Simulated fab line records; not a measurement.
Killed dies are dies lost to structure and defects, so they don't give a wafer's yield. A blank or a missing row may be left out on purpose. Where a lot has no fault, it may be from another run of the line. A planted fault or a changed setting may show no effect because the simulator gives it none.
fab line records	flow nand-harc
record lots=11	wafers=32	last-day=24
route steps=1159 shown P_M1@317 P_M2@340 P_BONDPAD@369 END@1159
lots untouched by any fault: they come from a run of this same line in which no faults occurred
start-h: start of the lot's first displayed wafer, in hours after the record's first day	wait-h: hours elapsed since this lot's preceding step	" identical to the entry in the row above	L1.1+2: a row that stands for several wafers	- either no value or no given start	* or withheld: withheld	< > ~ a bound
route shown NAME@n: NAME is a module with steps in the file, n the number in the route of the first one	usual: mean and standard deviation over wafers with no fault	same: alike in all rows	chamber/n: place in a boat	sites: the reading at each site	_std_site: the standard deviation of these	_edge_site: outer sites' mean less inner sites'	radius-mm: for every site, how far away it sits from the centre of the wafer	mask NAME#n: copy n	behind: the last tool/chamber to shape the wafer	hold: why the lot went on hold/how many hours it stayed there/how the hold came to an end	device: which transistor (n, p or np) failed to switch	end of line: tests run on the same wafers once the route is complete	a step given without rows: its recipe and nothing more	killed: count of dies lost to structure and defects at first sort (not the wafer's yield)	map: per-die view of a wafer (x killed, . not killed, _ where there is no die)
set.NAME: setting as actually run; set.NAME@STEP: the setting as run at that earlier step	model.NAME: the simulator's own value behind a step, which no gauge read
route steps across a sampled set of lots; one table per step, one row per wafer
services: a tool's chamber out of use, with start hour (start-h, from the record's first day; less than 0 if before it), hours out, and reason
## steps
# step NHARC_P_M1_DEP_33
# recipe target-thk-a=300	temp-c=370	target-thk-nm=30	pressure-torr=3	flow-sccm=200	rf-w=450	material=SiCN
# usual heater-power-w=531/71
lot.wafer	tool	chamber	start-h	wait-h	heater-power-w	since-wet-clean-h
L248.1	pecvd-04	0	125.18	0.1	525	98
L248.2	"	1	"	"	499	98
L248.5	"	2	"	"	507	-
L250.1	pecvd-03	1	128.97	0.1	550	5
L250.2	"	2	"	"	575	5
L250.6	"	0	"	"	441	-
L251.3	pecvd-02	1	147.05	0.1	567	162
L251.2	"	0	"	"	520	162
L251.4	"	2	"	"	446	-
L253.3	pecvd-04	1	149.15	0.1	490	122
L253.1	"	2	"	"	621	122
L253.4	"	1	"	"	499	-
L255.2	pecvd-02	2	169.05	0.1	505	3
L255.1	"	0	"	"	632	3
L255.6	"	0	"	"	635	-
L257.2	pecvd-02	0	173.49	0.1	525	7
L257.1	"	2	"	"	471	7
L257.6	"	2	"	"	462	-
L256.1	pecvd-04	2	174.08	0.1	562	147
L256.2	"	0	"	"	500	147
L256.5	"	1	"	"	522	-
L258.3	pecvd-02	2	180.98	0.1	478	15
L258.1	"	0	"	"	538	15
L258.4	"	0	"	"	541	-
L262.2	pecvd-04	1	220.99	0.1	512	13
L262.1	"	2	"	"	626	13
L268.2	pecvd-04	0	240.84	0.1	558	33
L268.1	"	1	"	"	429	33
L268.6	"	0	"	"	571	-
L269.1	pecvd-03	1	248.76	0.1	561	125
L269.6	"	1	"	"	570	-
L269.4	"	2	"	"	572	-
# step NHARC_P_M2_PVD_20
# recipe target-thk-a=50	bias-v=168.6	power-w=15000	chamber-pressure-pa=0.12	time-s=8.06	substrate-temp-c=50	material=TaN
# usual chamber-pressure-pa=0.12001/0.00023	throttle-valve-pct=29.6/1.4
# same time-s=8.06
lot.wafer	tool	chamber	start-h	wait-h	chamber-pressure-pa	throttle-valve-pct
L248.2	pvd-sputter-01	-	-	-	0.11946	29.1
L248.1	"	-	"	"	0.1201	32.1
L248.5	"	-	"	"	0.11996	29.5
L250.1	pvd-sputter-01	-	-	-	0.1201	32.1
L250.2	"	-	"	"	0.1199	29.3
L250.6	"	-	"	"	0.12	29.2
L251.2	pvd-sputter-01	-	-	-	0.1203	27.4
L251.3	"	-	"	"	0.12019	32.2
L251.4	"	-	"	"	0.12068	29.2
L253.4	pvd-sputter-01	-	-	-	0.12	29.3
L253.1	"	-	"	"	0.11987	27.5
L253.3	"	-	"	"	0.11991	29.1
L255.2	pvd-sputter-03	-	-	-	0.1204	30.4
L255.1	"	-	"	"	0.12003	29.4
L255.6	"	-	"	"	0.12032	29.5
L257.1	pvd-sputter-03	-	-	-	0.11958	27.9
L257.2	"	-	"	"	0.12022	30.9
L257.6	"	-	"	"	0.12046	30.9
L256.1	pvd-sputter-03	-	-	-	0.12014	28.1
L256.2	"	-	"	"	0.12054	30.8
L256.5	"	-	"	"	0.12029	28.3
L258.3	pvd-sputter-01	-	-	-	0.12015	27.4
L258.4	"	-	"	"	0.12001	32.2
L258.1	"	-	"	"	0.11985	30.3
L262.1	pvd-sputter-01	-	-	-	0.12031	28.7
L262.2	"	-	"	"	0.1198	27.3
L268.1	pvd-sputter-02	-	-	-	0.11995	31.9
L268.2	"	-	"	"	0.12038	30.6
L268.6	"	-	"	"	0.11994	31.3
L269.1	pvd-sputter-02	-	-	-	0.11969	30.7
L269.4	"	-	"	"	0.11991	31.5
L269.6	"	-	"	"	0.11999	30.6
# step NHARC_P_BONDPAD_ETCH_12
# recipe target-depth-a=2000	time-s=100	chf3-flow-sccm=50	o2-flow-sccm=10	ar-flow-sccm=200	rf-w=500	bias-w=200	chemistry=CHF3/O2
# usual drypump-motor-current-A=5.9/0.37	oes-product-au=0.942/0.022	rf-vpp-V=370.0/2.3	run-length-s=121.3/0.62	showerhead-plenum-p-Torr=2.37/0.1	throttle-valve-pct=20.572/0.0096
# same time-s=100
lot.wafer	tool	chamber	start-h	wait-h	drypump-motor-current-A	oes-product-au	rf-hours-counter-h	rf-vpp-V	run-length-s	showerhead-plenum-p-Torr	throttle-valve-pct
L248.1	rie-diel-13	0	-	-	5.0	0.945	7	368.3	120.3	2.30	20.572
L248.2	"	2	"	"	6.0	0.917	7	372.9	122.0	2.49	20.562
L248.5	"	0	"	"	5.0	0.943	-	367.5	120.3	2.30	20.584
L250.2	rie-diel-02	0	-	-	5.5	0.925	15	369.2	121.0	2.33	20.564
L250.1	"	1	"	"	6.0	0.920	14	369.0	121.8	2.32	20.565
L250.6	"	0	"	"	5.6	0.919	-	369.2	120.5	2.33	20.562
L251.2	rie-diel-13	2	-	-	6.1	0.944	14	372.5	121.7	2.49	20.558
L251.4	"	3	"	"	6.4	0.936	16	367.2	121.2	2.24	20.568
L251.3	"	0	"	"	5.0	0.947	17	368.0	120.3	2.30	20.570
L253.1	rie-diel-01	3	-	-	5.2	0.964	3	367.8	120.9	2.26	20.561
L253.4	"	0	"	"	6.1	0.958	3	373.0	120.3	2.49	20.578
L253.3	"	1	"	"	5.8	0.972	3	369.4	121.3	2.35	20.557
L255.1	rie-diel-02	3	-	-	5.8	0.962	1	373.5	122.0	2.54	20.567
L255.2	"	1	"	"	6.0	0.956	1	368.9	121.9	2.32	20.583
L255.6	"	0	"	"	5.6	0.967	-	367.8	120.8	2.33	20.578
L257.2	rie-diel-02	3	-	-	5.8	0.916	1	373.2	122.6	2.54	20.562
L257.1	"	1	"	"	6.0	0.925	1	370.0	121.6	2.32	20.575
L257.6	"	0	"	"	5.6	0.934	-	369.1	120.6	2.33	20.575
L256.2	rie-diel-13	1	-	-	6.3	0.968	25	372.4	121.8	2.50	20.584
L256.1	"	0	"	"	5.0	0.981	28	368.0	120.5	2.29	20.570
L256.5	"	2	"	"	6.1	0.974	-	372.9	121.4	2.48	20.566
L258.3	rie-diel-02	0	-	-	5.6	0.923	1	367.4	120.6	2.33	20.585
L258.1	"	1	"	"	6.1	0.929	1	370.2	121.4	2.32	20.593
L258.4	"	2	"	"	6.2	0.914	1	369.1	120.5	2.30	20.566
L262.2	rie-diel-02	1	-	-	6.0	0.937	5	368.6	122.0	2.32	20.558
L262.1	"	0	"	"	5.6	0.926	5	368.5	120.6	2.33	20.563
L268.1	rie-diel-01	3	-	-	5.2	0.926	40	368.3	120.6	2.25	20.574
L268.2	"	0	"	"	6.1	0.923	37	372.5	121.0	2.47	20.573
L268.6	"	2	"	"	6.2	0.926	-	368.4	121.2	2.31	20.565
L269.4	rie-diel-02	0	-	-	5.5	0.916	8	368.7	120.5	2.33	20.561
L269.1	"	2	"	"	6.2	0.920	8	367.6	120.4	2.30	20.575
L269.6	"	1	"	"	6.0	0.927	-	369.0	121.9	2.32	20.567
# step NHARC_P_BONDPAD_ETCH_24
# recipe target-depth-a=300	over-etch-frac=0.3	time-s=72.99	ion-energy-ev=150	cf4-flow-sccm=50	n2-flow-sccm=100	ar-flow-sccm=150	rf-w=300	bias-w=100	chemistry=CF4/N2
# usual drypump-motor-current-A=5.9/0.35	oes-product-au=0.997/0.009	rf-vpp-V=313.3/1.9	run-length-s=94.3/0.56	showerhead-plenum-p-Torr=2.58/0.11	throttle-valve-pct=19.794/0.0088
# same over-etch-frac=0.3
lot.wafer	tool	chamber	start-h	wait-h	drypump-motor-current-A	oes-product-au	rf-hours-counter-h	rf-vpp-V	run-length-s	showerhead-plenum-p-Torr	throttle-valve-pct
L248.2	rie-diel-13	3	132.64	0.6	6.4	0.981	6	310.7	94.4	2.45	19.797
L248.1	"	0	"	"	5.0	1.012	7	312.4	93.4	2.51	19.793
L248.5	"	2	"	"	6.1	0.996	-	314.3	94.6	2.72	19.794
L250.2	rie-diel-02	2	135.33	-	6.2	0.997	14	312.6	93.5	2.52	19.795
L250.1	"	0	"	"	5.5	0.994	15	312.7	93.9	2.55	19.782
L250.6	"	1	"	"	6.1	1.005	-	312.1	94.6	2.54	19.794
L251.4	rie-diel-01	2	153.51	-	6.2	1.002	2	313.6	94.4	2.54	19.787
L251.3	"	3	"	"	5.3	0.990	2	310.9	93.6	2.48	19.805
L251.2	"	1	"	"	5.9	0.985	2	314.0	94.8	2.57	19.786
L253.1	rie-diel-13	2	155.61	-	6.1	0.993	16	314.9	94.6	2.72	19.790
L253.4	"	3	"	"	6.4	0.986	17	311.3	94.5	2.45	19.810
L253.3	"	0	"	"	5.0	1.012	17	311.6	93.3	2.51	19.809
L255.1	rie-diel-02	2	175.68	-	6.2	1.013	1	311.6	93.5	2.52	19.795
L255.2	"	3	"	"	5.9	1.002	1	315.6	94.8	2.78	19.792
L255.6	"	0	"	"	5.6	0.999	-	312.3	93.6	2.55	19.791
L257.2	rie-diel-02	3	180.02	-	5.8	0.987	1	316.8	94.8	2.78	19.813
L257.1	"	1	"	"	6.0	0.986	1	313.5	94.5	2.54	19.798
L257.6	"	3	"	"	5.8	0.987	-	316.8	95.5	2.78	19.789
L256.2	rie-diel-02	3	180.58	-	5.8	0.985	1	316.7	94.9	2.78	19.789
L256.1	"	1	"	"	6.0	0.995	1	311.7	94.8	2.54	19.791
L256.5	"	0	"	"	5.5	0.998	-	313.5	93.5	2.55	19.793
L258.3	rie-diel-13	3	187.38	-	6.4	0.985	30	312.6	94.6	2.44	19.784
L258.4	"	0	"	"	5.0	1.009	29	311.8	93.3	2.50	19.788
L258.1	"	1	"	"	6.2	1.006	26	315.9	94.5	2.73	19.801
L262.1	rie-diel-02	1	227.61	-	6.1	1.011	5	312.3	115.2	2.53	19.796
L262.2	"	2	"	"	6.2	0.997	4	309.8	114.6	2.52	19.789
L268.2	rie-diel-01	3	247.51	-	5.2	1.006	40	310.9	93.7	2.46	19.810
L268.1	"	1	"	"	5.8	0.995	35	312.2	94.6	2.55	19.788
L268.6	"	0	"	"	6.1	0.992	-	316.4	93.4	2.70	19.796
L269.1	rie-diel-01	1	255.53	-	5.8	0.997	38	314.1	94.4	2.55	19.787
L269.4	"	0	"	"	6.1	0.986	40	316.4	93.5	2.70	19.795
L269.6	"	2	"	"	6.2	0.985	-	312.3	94.3	2.52	19.791
# step NHARC_END_SORT_01
# recipe temp-c=25
# usual defect-limited-yield=95.4/1.4	killed-at-array=27/9.3	killed-at-other=0.9/1.3	killed-at-periphery=3.6/2.7	killed-dies=31/9.7	killed-open=3.3/1.8	killed-short=2.0/1.5	sort_bin_2_pct=1.4/0.63	sort_bin_3_pct=0.25/0.21	sort_bin_4_pct=2.9/0.93	sort-n-pass=646/9.7	sort-rim-yield-pct=95/3.1	sort-yield-pct=95.4/1.4
# same gross-dies=677	sort_bin_5_pct[%]=0	sort_bin_6_pct[%]=0	sort_bin_7_pct[%]=0	sort_bin_8_pct[%]=0	sort-rim-n-gross=106.00
lot.wafer	tool	chamber	start-h	wait-h	defect-limited-yield[%]	killed-at-array	killed-at-other	killed-at-periphery	killed-dies	killed-open	killed-short	sort_bin_2_pct[%]	sort_bin_3_pct[%]	sort_bin_4_pct[%]	sort-n-pass	sort-rim-yield-pct[%]	sort-yield-pct[%]
L258.1	prober-01	0	488.55	2.6	95.7	25	2	2	29	1	0	0.7	0.15	3.4	648	95	95.7
L258.3	prober-01	0	490.14	3.1	94.8	24	4	7	35	3	0	1.6	0.59	3.0	642	95	94.8
L258.4	prober-01	0	490.93	3.4	95.0	26	0	8	34	3	2	1.9	0.15	3.0	643	97	95.0
L262.1	prober-01	0	532.82	2.5	96.6	18	0	5	23	3	3	0.3	0.44	2.7	654	94	96.6
L262.2	prober-01	0	533.63	2.8	96.8	17	2	3	22	3	2	0.7	0.15	2.4	655	97	96.8
# killed by level:class
L258.1 A_SLIT:chamber-film-flake=14 A_CHANNEL_HOLE_D1:chamber-film-flake=4 A_WL_FILL:chamber-film-flake=3 A_CONTACT:chamber-film-flake=3 P_ZERO_WELL:chamber-film-flake=2 THIN_TSV:chamber-film-flake=2 A_CONTACT:geometric-particle:open=1
L258.3 A_SLIT:chamber-film-flake=12 P_ZERO_WELL:chamber-film-flake=5 A_CHANNEL_HOLE_D1:chamber-film-flake=5 THIN_TSV:chamber-film-flake=4 A_CONTACT:chamber-film-flake=2 P_STI:geometric-particle:open=1 A_ONON_D1:geometric-particle:open=1 A_CONTACT:geometric-particle:open=1
L258.4 A_SLIT:chamber-film-flake=10 A_CHANNEL_HOLE_D1:chamber-film-flake=7 P_ZERO_WELL:chamber-film-flake=3 A_STAIRCASE:chamber-film-flake=3 P_STI:chamber-film-flake=2 A_CONTACT:chamber-film-flake=2 P_CONTACT:geometric-particle:open=1 P_M0:geometric-particle:open=1
L262.1 A_CONTACT:chamber-film-flake=7 A_CHANNEL_HOLE_D1:chamber-film-flake=3 A_ONON_D1:geometric-particle:short=2 A_ZERO_WELL:chamber-film-flake=2 P_STI:geometric-particle:open=1 P_CONTACT:geometric-particle:open=1 A_WL_FILL:geometric-particle:short=1 A_CONTACT:geometric-particle:open=1
L262.2 A_CHANNEL_HOLE_D1:chamber-film-flake=6 A_CONTACT:chamber-film-flake=3 A_STAIRCASE:chamber-film-flake=2 THIN_TSV:chamber-film-flake=2 P_M2:geometric-particle:short=1 A_ONON_D1:geometric-particle:open=1 A_CHANNEL_FILL_D1:geometric-particle:open=1 A_SGD_CUT:geometric-particle:open=1
## services
tool	chamber	start-h	hours	kind
pvd-sputter-03	-	102.05	10.0	pm
rie-diel-02	0	105.20	-	clean
rie-diel-02	1	105.20	-	clean
rie-diel-02	2	105.20	-	clean
rie-diel-02	3	105.20	-	clean
pecvd-03	-	111.26	13.0	pm
rie-diel-13	3	126.88	5.4	repair
rie-diel-02	0	129.70	-	clean
rie-diel-01	-	137.85	9.0	pm
rie-diel-02	-	150.78	9.0	pm
pecvd-02	-	153.14	13.0	pm
pvd-sputter-01	-	158.03	10.0	pm
pecvd-03	-	168.33	5.8	repair
pecvd-02	2	170.18	2.3	repair
pvd-sputter-02	-	187.60	2.7	repair
rie-diel-02	-	192.06	0.7	repair
pecvd-04	-	195.00	13.0	pm
pvd-sputter-03	-	195.69	6.6	repair
rie-diel-01	0	202.67	1.4	repair
rie-diel-13	-	205.49	0.8	repair
pvd-sputter-03	-	226.36	4.4	repair
pvd-sputter-02	-	231.39	10.0	pm
pvd-sputter-01	-	246.58	14.5	repair
pecvd-04	1	251.46	5.5	repair
## key
first-sign step=NHARC_P_BONDPAD_ETCH_24	reading=run-length-s	direction=up	sigmas=37	usual=*	struck=*
effect none on later readings
met-at NHARC_P_BONDPAD_ETCH_24
struck-lots L262
struck-wafers L262.1,L262.2
not-acting-at NHARC_P_M1_DEP_33,NHARC_P_M2_PVD_20,NHARC_P_BONDPAD_ETCH_12
onset-between 180.58 227.61
fault kind=process-parameter-drift	tool=rie-diel-02	chamber=-	onset-h=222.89	steps=NHARC_P_BONDPAD_ETCH_24	channel=time-s	offset=*	shape=step	end-h=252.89	scope=struck-wafers-only	acts-in=*	stated=*
